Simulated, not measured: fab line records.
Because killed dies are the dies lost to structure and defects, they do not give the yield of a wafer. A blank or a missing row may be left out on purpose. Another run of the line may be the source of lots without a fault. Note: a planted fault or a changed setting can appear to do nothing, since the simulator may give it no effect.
fab line records	flow n5_finfet
record: lots: 5	wafers: 15	last_day: 17
route steps=1938 shown BEOL_M2@872 PASSIVATION@1936
lots that met no fault: from a run of the same line without faults
start_h: the number of hours between the record's first day and the start of the first shown wafer of the lot	wait_h: how many hours have passed since the lot's step before this one	" unchanged from the row above	L1.1+2: one row covering several wafers at once	- either no value or no given start	* or withheld: withheld	< > ~ a bound
route shown NAME@n: names a module that has steps shown in the file, with the first one's number in the route	usual: average and standard deviation across the fault-free wafers	same: alike in all rows	chamber/n: place in a boat	sites: readings site by site	_std_site: standard deviation across them	_edge_site: the outer-site mean with the inner-site mean subtracted	radius_mm: how far each site lies from the wafer's centre	mask NAME#n: copy n	behind: the most recent tool/chamber to have shaped the wafer	hold: what put the lot on hold/how long, in hours/how the hold closed	device: which transistor (n, p or np) failed to switch	end of line: the same wafers' tests at the end of the route	a step given without rows: its recipe and nothing more	killed: dies lost to structure and defects at the first sort, not the wafer's yield	map: a wafer's dies, x killed, . not, _ none there
set.NAME: the setting as run; set.NAME@STEP: as run at that earlier step	model.NAME: the simulator's own value behind a step, which no gauge read
lots at selected steps of the route; one table per step, one row per wafer
services: the hour from which a tool's chamber was out of use, counted from the record's first day as start_h (under 0 if before that day), plus the number of hours and why
== steps ==
step: N5_BEOL_M2_SOFTBAKE_23
recipe: temp_c: 110	time_s: 60	resist: CAR-EUV
step: N5_BEOL_M2_EXPOSE_25
recipe: mask_id: V1	na: 0.33	source_shape: quasar	sigma_inner: 0.2	sigma_outer: 0.8	polarization: unpolarized	defocus_nm: 5	dose_mj: 63
step: N5_BEOL_M2_PEB_26
recipe: peb_temp_c: 100	peb_time_s: 60	resist: CAR-EUV
step: N5_BEOL_M2_DEVELOP_27
recipe: develop_time_s: 30	developer: TMAH	resist: CAR-EUV	rinse_liquid: surfactant_rinse	dry: air_spin	dev_temp_c: 23
step: N5_BEOL_M2_CD_MEAS_28
recipe: target_cd_nm: 26.2	landing_energy_ev: 500	detector: se_inlens	target_cd_y_nm: 24.1	polarity: opening
usual: cd_nm: 26.18/0.25
lot.wafer	tool	chamber	start_h	wait_h	cd_nm
L630.4	cd_sem-01	0	158.95	-	26.38
L630.5	"	0	"	"	26.71
L630.6	"	0	"	"	25.96
L636.3	cd_sem-02	0	190.41	-	25.94
L636.4	"	0	"	"	26.00
L636.5	"	0	"	"	25.73
L642.3	cd_sem-02	0	222.60	-	25.98
L642.4	"	0	"	"	26.31
L642.5	"	0	"	"	25.91
L643.1	cd_sem-02	0	226.39	-	26.13
L643.2	"	0	"	"	25.80
L643.6	"	0	"	"	26.28
L645.3	cd_sem-02	0	237.91	-	26.31
L645.4	"	0	"	"	26.45
L645.6	"	0	"	"	26.18
step: N5_BEOL_M2_OVL_MEAS_29
recipe: points_per_wafer: 522
usual: V1_OVL: 0.1/0.71
lot.wafer	tool	chamber	start_h	wait_h	V1_OVL[nm]
L630.4	overlay-01	0	158.99	0.0	0.9
L630.5	"	0	"	"	0.2
L630.6	"	0	"	"	0.1
L636.3	overlay-01	0	190.45	0.0	0.7
L636.4	"	0	"	"	1.1
L636.5	"	0	"	"	0.7
L642.3	overlay-01	0	222.64	0.0	-0.1
L642.4	"	0	"	"	0.5
L642.5	"	0	"	"	-0.3
L643.1	overlay-02	0	226.43	0.0	-1.5
L643.2	"	0	"	"	0.1
L643.6	"	0	"	"	-0.4
L645.3	overlay-02	0	237.95	0.0	-0.1
L645.4	"	0	"	"	0.1
L645.6	"	0	"	"	0.3
step: N5_BEOL_M2_INSPECT_30
recipe: mode: adi	inspect_instrument: brightfield
usual: raw_defect_count: 385/85
lot.wafer	tool	chamber	start_h	wait_h	raw_defect_count
L630.4	defect_inspect-01	-	159.03	0.0	379
L630.5	"	-	"	"	247
L630.6	"	-	"	"	408
L636.3	defect_inspect-02	-	190.50	0.0	478
L636.4	"	-	"	"	409
L636.5	"	-	"	"	526
L642.3	defect_inspect-02	-	222.69	0.0	322
L642.4	"	-	"	"	410
L642.5	"	-	"	"	486
L643.1	defect_inspect-02	-	226.48	0.1	462
L643.2	"	-	"	"	508
L643.6	"	-	"	"	498
L645.3	defect_inspect-02	-	238.00	0.0	343
L645.4	"	-	"	"	448
L645.6	"	-	"	"	494
step: N5_BEOL_M2_DESCUM_33
recipe: chemistry: O2	time_s: 7	source_power_w: 50	bias_power_w: 20	pressure_mtorr: 20	rf_frequency_hz: 2.712e+07	temp_c: 40	resist: CAR-EUV	o2_flow_sccm: 225
step: N5_BEOL_M2_ETCH_77
recipe: chemistry: N2/H2	target: underlayer	target_depth_a: 65	mask_material: CAR-EUV	time_s: 5.2	ion_energy_ev: 200	pressure_mtorr: 30	source_w: 840	bias_w: 150	n2_flow_sccm: 200	h2_flow_sccm: 200	ends: cleared
step: N5_BEOL_M2_ETCH_69
recipe: chemistry: CF4	target: SiARC	target_depth_a: 156	mask_material: CAR-EUV	time_s: 26	ion_energy_ev: 80	pressure_mtorr: 40	source_w: 545	bias_w: 36	Ar_flow_sccm: 100	cf4_flow_sccm: 100	ends: cleared
step: N5_BEOL_M2_ALD_98
recipe: material: SiO2	target_thk_a: 25	temp_c: 100	ald_precursor_family: BDEAS	ald_co_reactant: O2-plasma	pulse_time_s: 1	co_reactant_pulse_time_s: 1	purge_time_s: 2	co_reactant_purge_time_s: 2	ald_cycles: 17	pressure_torr: 2
step: N5_BEOL_M2_ETCHBACK_99
recipe: chemistry: CHF3	target: SiO2	target_depth_a: 50	time_s: 10.4	source_w: 215	bias_w: 47	Ar_flow_sccm: 200	CHF3_flow_sccm: 12	ion_energy_ev: 100	pressure_mtorr: 30
step: N5_BEOL_M2_ETCH_70
recipe: chemistry: N2/H2	target: SOC	target_depth_a: 800	overetch_a: 240	mask_material: SiARC	temp_c: 40	time_s: 130	ion_energy_ev: 200	pressure_mtorr: 30	source_w: 840	bias_w: 150	n2_flow_sccm: 200	h2_flow_sccm: 200
usual: chamber_pressure_mTorr: 29.999/0.029	drypump_motor_current_A: 5.64/0.29	oes_product_au: 0.54/0.046	rf_vpp_V: 524.0/2.5	showerhead_plenum_p_Torr: 2.55/0.086	throttle_valve_pct: 17.93/0.23
lot.wafer	tool	chamber	start_h	wait_h	chamber_pressure_mTorr	drypump_motor_current_A	oes_product_au	rf_hours_counter_h	rf_vpp_V	showerhead_plenum_p_Torr	throttle_valve_pct
L630.4	rie_diel-02	2	160.81	0.0	30.020	5.40	0.53	-	523.2	2.52	17.80
L630.5	"	3	"	"	29.983	5.59	0.54	-	523.6	2.51	18.21
L630.6	"	1	"	"	30.058	5.88	0.53	-	525.9	2.63	18.11
L636.3	rie_diel-02	1	196.76	0.0	30.017	5.86	0.53	219	525.7	2.62	18.13
L636.4	"	2	"	"	29.964	5.43	0.52	232	522.7	2.51	17.81
L636.5	"	0	"	"	30.049	5.58	0.51	-	523.3	2.50	17.68
L642.3	rie_diel-03	2	232.99	0.0	29.974	6.15	0.51	242	522.6	2.50	17.84
L642.4	"	0	"	"	30.007	5.59	0.55	169	519.9	2.45	18.12
L642.5	"	1	"	"	30.011	5.28	0.50	-	525.9	2.62	17.90
L643.1	rie_diel-06	1	233.49	0.0	30.018	5.41	0.53	225	523.5	2.52	18.24
L643.2	"	3	"	"	29.980	5.23	0.53	185	519.0	2.42	17.62
L643.6	"	1	"	"	30.039	5.45	0.54	-	523.6	2.52	18.23
L645.3	rie_diel-06	1	242.24	0.0	29.978	5.41	0.52	228	521.7	2.52	18.23
L645.4	"	0	"	"	29.992	5.80	0.53	199	526.0	2.64	18.02
L645.6	"	1	"	"	29.962	5.44	0.53	-	523.3	2.52	18.24
step: N5_BEOL_M2_STRIP_71
recipe: chemistry: N2/H2	temp_c: 40	n2_flow_sccm: 200	h2_flow_sccm: 200	rf_frequency_hz: 6e+07
step: N5_BEOL_M2_STRIP_78
recipe: chemistry: N2/H2	temp_c: 40	n2_flow_sccm: 200	h2_flow_sccm: 200	rf_frequency_hz: 6e+07
step: N5_BEOL_M2_VIA_ETCH_34
recipe: chemistry: C4F6/O2	target_depth_a: 694	mask_material: SOC	pressure_mtorr: 15	ion_energy_ev: 250	taper_deg: 4	time_s: 65.9	source_w: 350	bias_w: 170	Ar_flow_sccm: 300	C4F6_flow_sccm: 10	O2_flow_sccm: 10
step: N5_BEOL_M2_STRIP_83
recipe: chemistry: C4F6/O2	resist: SiARC	rf_frequency_hz: 6e+07
step: N5_BEOL_M2_STRIP_36
recipe: chemistry: N2/H2	power_w: 450	temp_c: 40	pressure_mtorr: 20	rf_frequency_hz: 6e+07	overash_fraction: 0.3	bias_power_w: 7	h2_frac: 0.5	n2_flow_sccm: 200	h2_flow_sccm: 200
step: N5_BEOL_M2_TRENCH_ETCH_37
recipe: chemistry: C4F6/O2	target_depth_a: 555.55	target: SiOC	time_s: 29.2	ion_energy_ev: 250	pressure_mtorr: 30	source_w: 355	bias_w: 185	Ar_flow_sccm: 300	C4F6_flow_sccm: 10	O2_flow_sccm: 10
usual: C4F6_flow_sccm: 10.00/0.03	chamber_pressure_mTorr: 30.001/0.027	drypump_motor_current_A: 5.64/0.29	oes_o_777_au: 0.75/0.066	oes_product_au: 0.74/0.065	rf_vpp_V: 664/13	showerhead_plenum_p_Torr: 2.85/0.09	throttle_valve_pct: 20.91/0.24
lot.wafer	tool	chamber	start_h	wait_h	C4F6_flow_sccm	chamber_pressure_mTorr	drypump_motor_current_A	oes_o_777_au	oes_product_au	rf_hours_counter_h	rf_vpp_V	showerhead_plenum_p_Torr	throttle_valve_pct
L630.4	rie_diel-02	2	-	-	10.04	29.992	5.35	0.74	0.71	-	667	2.81	20.79
L630.5	"	3	"	"	10.00	29.976	5.56	0.74	0.74	-	661	2.82	21.31
L630.6	"	1	"	"	10.01	29.988	5.87	0.74	0.72	-	675	2.92	20.99
L636.3	rie_diel-02	1	-	-	9.95	30.037	5.89	0.73	0.72	219	674	2.91	21.03
L636.4	"	2	"	"	10.01	29.985	5.40	0.72	0.72	232	666	2.81	20.79
L636.5	"	0	"	"	10.05	29.972	5.59	0.69	0.69	-	666	2.81	20.76
L642.3	rie_diel-03	2	-	-	10.00	30.035	6.15	0.71	0.68	242	651	2.81	20.76
L642.4	"	0	"	"	9.97	30.005	5.54	0.76	0.75	169	658	2.72	20.90
L642.5	"	1	"	"	10.03	30.038	5.30	0.71	0.69	-	642	2.92	20.82
L643.1	rie_diel-06	1	-	-	10.00	30.045	5.48	0.70	0.72	225	691	2.82	21.25
L643.2	"	3	"	"	9.98	29.984	5.24	0.72	0.73	185	654	2.71	20.56
L643.6	"	1	"	"	10.00	29.991	5.46	0.71	0.71	-	692	2.82	21.26
L645.3	rie_diel-06	1	-	-	9.99	29.983	5.44	0.71	0.72	229	691	2.82	21.25
L645.4	"	0	"	"	9.98	29.981	5.81	0.73	0.73	199	659	2.94	21.03
L645.6	"	1	"	"	10.01	29.989	5.43	0.71	0.71	-	693	2.82	21.26
step: N5_BEOL_M2_ETCH_41
recipe: chemistry: CH3F/O2	target: SiCN	target_depth_a: 299	taper_deg: 2	time_s: 52.5	ion_energy_ev: 120	mask_material: TiN	pressure_mtorr: 30	source_w: 395	bias_w: 75	Ar_flow_sccm: 150	CH3F_flow_sccm: 30	O2_flow_sccm: 20
step: N5_BEOL_M2_STRIP_97
recipe: chemistry: N2/H2	time_s: 10	power_w: 450	temp_c: 40	pressure_mtorr: 20	rf_frequency_hz: 6e+07	bias_power_w: 7	n2_flow_sccm: 200	h2_flow_sccm: 200
step: N5_BEOL_M2_OCD_MEAS_38
usual: trench_depth_nm: 55.2/0.93
lot.wafer	tool	chamber	start_h	wait_h	trench_depth_nm
L630.4	ocd-02	-	161.13	-	55.7
L630.5	"	-	"	"	55.7
L630.6	"	-	"	"	55.0
L636.3	ocd-02	-	197.12	-	55.5
L636.4	"	-	"	"	56.1
L636.5	"	-	"	"	54.7
L642.3	ocd-01	-	233.35	-	53.8
L642.4	"	-	"	"	55.3
L642.5	"	-	"	"	54.6
L643.1	ocd-01	-	233.85	-	54.7
L643.2	"	-	"	"	55.5
L643.6	"	-	"	"	55.4
L645.3	ocd-01	-	242.60	-	55.2
L645.4	"	-	"	"	55.9
L645.6	"	-	"	"	54.5
step: N5_BEOL_M2_HM_STRIP_39
recipe: chemistry: peroxide_tin_strip	material: TiN	target_depth_a: 250	temp_c: 50	time_s: 158
step: N5_BEOL_M2_SRD_40
recipe: time_s: 30	temp_c: 23	rinse_liquid: diw	dry: ipa_marangoni
step: N5_BEOL_M2_PRECLEAN_42
recipe: chemistry: residue_remover	time_s: 60	temp_c: 40
step: N5_BEOL_M2_SRD_43
recipe: time_s: 30	temp_c: 23	rinse_liquid: diw	dry: ipa_marangoni
step: N5_BEOL_M2_CD_MEAS_35
recipe: target_cd_nm: 18	target_cd_y_nm: 22.2	polarity: opening
usual: cd_nm: 18.1/0.34
lot.wafer	tool	chamber	start_h	wait_h	cd_nm
L630.4	cd_sem-03	-	161.40	0.0	18.4
L630.5	"	-	"	"	19.0
L630.6	"	-	"	"	18.4
L636.3	cd_sem-02	-	197.27	0.0	18.2
L636.4	"	-	"	"	18.1
L636.5	"	-	"	"	18.1
L642.3	cd_sem-01	-	233.52	0.0	18.0
L642.4	"	-	"	"	17.9
L642.5	"	-	"	"	17.6
L643.1	cd_sem-03	-	234.01	0.0	18.0
L643.2	"	-	"	"	18.3
L643.6	"	-	"	"	17.6
L645.3	cd_sem-02	-	242.75	0.0	18.3
L645.4	"	-	"	"	17.9
L645.6	"	-	"	"	18.3
step: N5_BEOL_M2_DEGAS_44
recipe: ambient: vacuum	temp_c: 250	time_s: 60
step: N5_BEOL_M2_PRE_CLEAN_45
recipe: gas: H2/He	time_s: 30	temp_c: 250
step: N5_BEOL_M2_ALD_84
recipe: material: TaN	target_thk_a: *	temp_c: 275	ald_precursor_family: PDMAT	ald_co_reactant: NH3	pressure_torr: 3	carrier_flow_sccm: 1500	pulse_time_s: 2	purge_time_s: 3	co_reactant_purge_time_s: 2	co_reactant_pulse_time_s: 3	ald_cycles: 30	precursor_vessel_temp_c: 75	precursor_vessel_pressure_torr: 26.25	precursor_vessel_carrier_sccm: 1000
usual: heater_power_w: 409/44	mfc_carrier_sccm: 1501/4.4
lot.wafer	tool	chamber	start_h	wait_h	heater_power_w	mfc_carrier_sccm	since_wet_clean_h
L630.4	ald_metal-04	0	162.16	0.3	487	1504	4440
L630.5	"	1	"	"	427	1503	-
L630.6	"	2	"	"	397	1503	-
L636.3	ald_metal-04	2	197.47	0.0	393	1493	4476
L636.4	"	3	"	"	394	1502	4476
L636.5	"	2	"	"	392	1501	-
L642.3	ald_metal-01	0	233.85	0.0	459	1497	1435
L642.4	"	1	"	"	430	1506	1435
L642.5	"	1	"	"	431	1505	-
L643.1	ald_metal-01	0	234.20	0.1	462	1494	1435
L643.2	"	1	"	"	414	1505	1435
L643.6	"	3	"	"	386	1506	-
L645.3	ald_metal-01	0	243.12	0.1	466	1502	1444
L645.4	"	1	"	"	418	1495	-
L645.6	"	3	"	"	381	1499	-
step: N5_BEOL_M2_SURFACE_TREAT_85
recipe: gas: Ar	time_s: *	ion_energy_ev: *	ion_current_ma_cm2: 0.5	pressure_mtorr: *	ar_flow_sccm: 30
step: N5_BEOL_M2_CVD_47
recipe: material: Co	target_thk_a: 30	temp_c: withheld	precursor: CCTBA/H2	pressure_torr: 30	time_s: 223.8
step: N5_BEOL_M2_SPUTTER_48
recipe: material: Cu	target_thk_a: 45	temp_c: -20	chamber_pressure_pa: 0.07	power_w: withheld	time_s: 8.29
usual: throttle_valve_pct: 30.1/0.65
lot.wafer	tool	chamber	start_h	wait_h	throttle_valve_pct
L630.4	pvd_sputter-02	-	163.04	0.2	30.6
L630.5	"	-	"	"	29.2
L630.6	"	-	"	"	30.9
L636.3	pvd_sputter-02	-	198.69	0.2	29.1
L636.4	"	-	"	"	30.9
L636.5	"	-	"	"	30.7
L642.3	pvd_sputter-01	-	234.36	0.1	30.6
L642.4	"	-	"	"	30.4
L642.5	"	-	"	"	29.7
L643.1	pvd_sputter-03	-	235.91	0.1	30.8
L643.2	"	-	"	"	30.8
L643.6	"	-	"	"	30.8
L645.3	pvd_sputter-02	-	244.91	1.3	31.0
L645.4	"	-	"	"	30.1
L645.6	"	-	"	"	30.9
step: N5_BEOL_M2_ANNEAL_49
recipe: temp_c: 400	time_s: 240	ambient: vacuum
step: N5_BEOL_M2_SPUTTER_79
recipe: material: Cu	target_thk_a: 45	temp_c: -20	chamber_pressure_pa: 0.07	power_w: withheld	time_s: 8.29
step: N5_BEOL_M2_ANNEAL_80
recipe: temp_c: 400	time_s: 240	ambient: vacuum
step: N5_BEOL_M2_SPUTTER_81
recipe: material: Cu	target_thk_a: 45	temp_c: -20	chamber_pressure_pa: 0.07	power_w: withheld	time_s: 8.29
step: N5_BEOL_M2_ANNEAL_82
recipe: temp_c: 400	time_s: 240	ambient: vacuum
usual: heater_power_w: 804/97
lot.wafer	tool	chamber	start_h	wait_h	heater_power_w
L630.4	pvd_sputter-02	-	163.56	0.0	737
L630.5	"	-	"	"	940
L630.6	"	-	"	"	724
L636.3	pvd_sputter-02	-	199.21	0.0	945
L636.4	"	-	"	"	691
L636.5	"	-	"	"	705
L642.3	pvd_sputter-01	-	234.88	0.0	804
L642.4	"	-	"	"	813
L642.5	"	-	"	"	881
L643.1	pvd_sputter-03	-	236.43	0.0	691
L643.2	"	-	"	"	939
L643.6	"	-	"	"	691
L645.3	pvd_sputter-02	-	245.43	0.0	732
L645.4	"	-	"	"	676
L645.6	"	-	"	"	726
step: N5_BEOL_M2_SPUTTER_86
recipe: material: Cu	target_thk_a: 45	temp_c: -20	chamber_pressure_pa: 0.07	power_w: withheld	time_s: 8.29
usual: throttle_valve_pct: 30.1/0.66
lot.wafer	tool	chamber	start_h	wait_h	throttle_valve_pct
L630.4	pvd_sputter-02	-	163.70	0.1	30.9
L630.5	"	-	"	"	29.2
L630.6	"	-	"	"	30.9
L636.3	pvd_sputter-02	-	199.35	0.1	29.1
L636.4	"	-	"	"	31.2
L636.5	"	-	"	"	31.1
L642.3	pvd_sputter-01	-	235.02	0.1	30.4
L642.4	"	-	"	"	30.6
L642.5	"	-	"	"	29.9
L643.1	pvd_sputter-03	-	236.57	0.1	30.5
L643.2	"	-	"	"	30.4
L643.6	"	-	"	"	30.7
L645.3	pvd_sputter-02	-	245.57	0.1	30.9
L645.4	"	-	"	"	30.3
L645.6	"	-	"	"	30.8
step: N5_BEOL_M2_ANNEAL_87
recipe: temp_c: 400	time_s: 240	ambient: vacuum
step: N5_BEOL_M2_SPUTTER_88
recipe: material: Cu	target_thk_a: 45	temp_c: -20	chamber_pressure_pa: 0.07	power_w: withheld	time_s: 8.29
step: N5_BEOL_M2_ANNEAL_89
recipe: temp_c: 400	time_s: 240	ambient: vacuum
step: N5_PASSIVATION_PROBE_49
usual: defect_limited_yield: 91.4/1.5	killed_at_M0_to_M3: 34/12	killed_at_M4_up: 12/4.9	killed_at_contacts: 13/7.2	killed_at_front_end: 39/12	killed_at_other: 3.7/2.9	killed_dies: 101/18	killed_on_rim: 13/4	killed_open: 67/14	killed_short: 33/7.2	sort_bin_4_leakage: 0.00/0.022	sort_bin_5_function: 5.1/0.97	sort_bin_6_memory: 3.2/0.67	sort_n_pass: 1079/17	sort_yield_pct: 91.4/1.5
same: gross_dies: 1180	killed_at_back_side: 0	sort_bin_8_speed[%]: 0
lot.wafer	tool	chamber	start_h	wait_h	defect_limited_yield[%]	killed_at_M0_to_M3	killed_at_M4_up	killed_at_contacts	killed_at_front_end	killed_at_other	killed_dies	killed_on_rim	killed_open	killed_short	sort_bin_4_leakage[%]	sort_bin_5_function[%]	sort_bin_6_memory[%]	sort_n_pass	sort_yield_pct[%]
L630.4	prober-02	-	298.95	0.2	90.0	53	15	17	33	0	118	16	84	33	0	6.0	3.7	1062	90.0
L630.5	prober-02	-	299.00	0.2	91.1	41	15	11	36	2	105	10	64	41	0	5.7	2.9	1075	91.1
L630.6	prober-02	-	299.05	0.3	92.6	30	12	20	25	0	87	6	56	30	0	3.6	3.6	1093	92.6
L636.3	prober-01	-	326.68	0.1	90.8	46	9	13	40	1	109	11	89	20	0	4.9	4.1	1071	90.8
L636.4	prober-01	-	326.73	0.2	82.4	141	18	6	36	7	208	28	92	34	0	9.3	5.2	972	82.4
L636.5	prober-01	-	326.78	0.2	89.0	71	6	10	38	5	130	17	92	38	0	6.9	3.6	1050	89.0
L642.3	prober-01	-	373.81	0.1	90.2	28	6	6	73	3	116	20	76	40	0	4.9	4.6	1064	90.2
L642.4	prober-01	-	373.86	0.2	90.6	33	23	8	44	3	111	19	75	36	0	4.9	4.2	1069	90.6
L642.5	prober-01	-	373.91	0.2	90.3	38	16	13	43	4	114	19	70	44	0	5.7	3.6	1066	90.3
killed by level:class
L630.4 BEOL_M0_SAQP:geometric_particle:open=16 BEOL_M0_SAQP:geometric_particle:short=14 MOL_CONTACT_COAG:geometric_particle:open=13 BEOL_M3:geometric_particle:open=9 STI_FIN_REVEAL:geometric_particle:open=7 BEOL_M2:geometric_particle:open=7 BEOL_M4:geometric_particle:open=7 STI_FIN_REVEAL:geometric_particle:short=4
L630.5 BEOL_M0_SAQP:geometric_particle:open=10 BEOL_M0_SAQP:geometric_particle:short=9 BEOL_M2:geometric_particle:open=9 MOL_CONTACT_COAG:geometric_particle:short=7 STI_FIN_REVEAL:geometric_particle:open=6 DUMMY_GATE:geometric_particle:open=6 STARTING-WAFER:geometric_particle:short=6 BEOL_M3:geometric_particle:open=5
L630.6 MOL_CONTACT_COAG:geometric_particle:open=13 BEOL_M4:geometric_particle:open=7 MOL_CONTACT_COAG:geometric_particle:short=6 BEOL_M0_SAQP:geometric_particle:open=6 BEOL_M0_SAQP:geometric_particle:short=6 DUMMY_GATE:geometric_particle:open=5 GATE_CUT:geometric_particle:short=4 BEOL_M1:geometric_particle:open=4
L636.3 BEOL_M3:geometric_particle:open=17 FIN_SAQP:geometric_particle:open=13 MOL_CONTACT_COAG:geometric_particle:open=12 STI_FIN_REVEAL:geometric_particle:open=11 BEOL_M0:geometric_particle:open=10 BEOL_M0_SAQP:geometric_particle:open=7 FIN_SAQP:geometric_particle:short=6 STARTING-WAFER:geometric_particle:open=3
L636.4 BEOL_M2:unspecified=80 BEOL_M0_SAQP:geometric_particle:open=13 BEOL_M1:geometric_particle:open=11 STI_FIN_REVEAL:geometric_particle:open=9 BEOL_M0_SAQP:geometric_particle:short=9 BEOL_M0:geometric_particle:open=9 BEOL_M4:geometric_particle:open=8 BEOL_M3:geometric_particle:open=7
L636.5 BEOL_M3:geometric_particle:open=25 FIN_SAQP:geometric_particle:short=12 BEOL_M1:geometric_particle:open=11 FIN_SAQP:geometric_particle:open=10 BEOL_M0_SAQP:geometric_particle:open=9 STI_FIN_REVEAL:geometric_particle:open=8 MOL_CONTACT_COAG:geometric_particle:open=8 BEOL_M0_SAQP:geometric_particle:short=7
L642.3 FIN_SAQP:geometric_particle:short=25 FIN_SAQP:geometric_particle:open=19 BEOL_M2:geometric_particle:open=11 STI_FIN_REVEAL:geometric_particle:open=8 MOL_CONTACT_COAG:geometric_particle:open=6 GATE_CUT:geometric_particle:open=6 GATE_CUT:geometric_particle:short=5 BEOL_M4:geometric_particle:open=5
L642.4 BEOL_M2:geometric_particle:open=16 BEOL_M4:geometric_particle:open=15 FIN_SAQP:geometric_particle:open=12 FIN_SAQP:geometric_particle:short=8 MOL_CONTACT_COAG:geometric_particle:open=7 GATE_CUT:geometric_particle:short=6 BEOL_M0_SAQP:geometric_particle:open=6 GATE_CUT:geometric_particle:open=5
L642.5 BEOL_M4:geometric_particle:open=10 FIN_SAQP:geometric_particle:short=9 MOL_CONTACT_COAG:geometric_particle:open=9 FIN_SAQP:geometric_particle:open=8 BEOL_M2:geometric_particle:open=8 DUMMY_GATE:geometric_particle:open=7 BEOL_M0_SAQP:geometric_particle:open=7 BEOL_M0_SAQP:geometric_particle:short=7
map L636.4 (x killed, . not)
_________________.......x....________________
______________..x.............x._____________
___________..........x.......x.....__________
__________..x.x...x...........x....._________
________xxxx....x............x........_______
_______xxxxxxxx....x...........x.......______
______xxxxxxx....x...........x.........._____
_____xxxxxxxxx..x.....x......x...........____
____xxxxxxxxxx............x........x......___
___xxxxxxxxxx.x.x...x..x..x................__
___xxxxxxxxxxxx.....x......x.x.x....x...x..__
__xxxxxxxxxxx..x.....xx........x.x.........._
__xxxxxx.xx.............x..........x........_
_....xx.x..............x..x.......x..x..x..x.
_........x..x...........x.x..............x.x.
_.......xx..........x......x.....x...........
_.......x...x................x.........x....x
_.....x....x..x....x.x..x.xx.......x......x..
_.....x............x.....x..x.............x.x
_...x.................x...x.........x........
_......x....x.x.......x......x...............
__..........x............x.x.....x.........._
__.x..........................x......x......_
___...........................x.x.....x....__
___....x.............x.......x.............__
____.......xx.......x...x.........x.......___
_____.....x...x..............x........x..____
______......x..............x.x.........._____
_______...................x............______
________......x...x..x....x..........._______
__________.........................._________
___________.....xx....x.x..x.x.....__________
______________x.x....x.........._____________
_________________x.x.........________________
map L630.4 (x killed, . not)
_________________....x.x...x.________________
______________x...x...x.x......x_____________
___________..........x..........x..__________
__________...x..x.x.........x...x.x._________
________....x......x............x....._______
_______.......x.x....x.........x.x.....______
______.x.x..x..x......................x._____
_____..........x......................x.x____
____......................................___
___......xx........x.............x.........__
___......x.................................__
__........................x...........x....._
__.....x....x.........x....x................_
_......................x...x...........x.....
_.x.x........x.......x.....x.................
_...................x....x.x.................
_.....x...................x......x...........
_x........x..x.x...........x...........x.....
_...x...............x..x.....................
_............x......x............x.x.........
_....x.x.............x....x.........x.x.....x
__..........x...........x..................._
__.........x.....................x......xx.._
___..............xxx.......................__
___..x..x........x.........x...........x.x.__
____......x........x.x.x...x......x.......___
_____........x.......x...................____
______.x.........x......x..............._____
_______.......x..................xx....______
________..................xx.........._______
__________.....xx......x............_________
___________....x.....x.............__________
______________......x.x...x....._____________
_________________.x...x......________________
== services ==
tool	chamber	start_h	hours	kind
rie_diel-02	1	146.47	3.9	repair
ald_metal-04	1	148.48	2.5	repair
pvd_sputter-01	-	151.43	3.4	repair
ald_metal-01	0	152.00	28.8	repair
rie_diel-06	2	165.55	-	clean
rie_diel-06	2	165.55	-	consumable_replace:focus_ring
rie_diel-06	2	165.55	-	consumable_replace:showerhead
rie_diel-06	2	165.55	25.6	scheduled_down
rie_diel-06	2	165.55	25.6	vent_cycle
rie_diel-02	3	185.18	6.4	repair
ald_metal-01	-	190.92	8.7	pm
ald_metal-01	-	202.60	1.7	repair
ald_metal-01	2	210.73	4.0	repair
rie_diel-03	3	225.89	3.9	repair
rie_diel-02	2	241.87	-	clean
rie_diel-02	2	241.87	-	consumable_replace:focus_ring
rie_diel-02	2	241.87	24.2	scheduled_down
rie_diel-02	2	241.87	24.2	vent_cycle
ald_metal-01	2	242.19	2.9	repair
ald_metal-04	-	242.66	2.8	pm
== key ==
first_sign: step: N5_PASSIVATION_PROBE_49	reading: killed_at_M0_to_M3	direction: up	sigmas: 9.2	usual: 34	struck: 141
effect: step: N5_PASSIVATION_PROBE_49	reading: killed_dies	direction: up	sigmas: 6.1	usual: 101	struck: 208
more_kills_born_at: N5_BEOL_M2_ETCH_70@rie_diel-02: 80
met_at N5_BEOL_M2_ETCH_70
struck_wafers L636.4
onset_between 160.81 196.76
fault: kind: chamber_particle_source	tool: rie_diel-02	chamber: 2	onset_h: 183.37	steps: N5_BEOL_M2_ETCH_70	rate_per_visit_cm2: 1.4867	end_h: 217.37
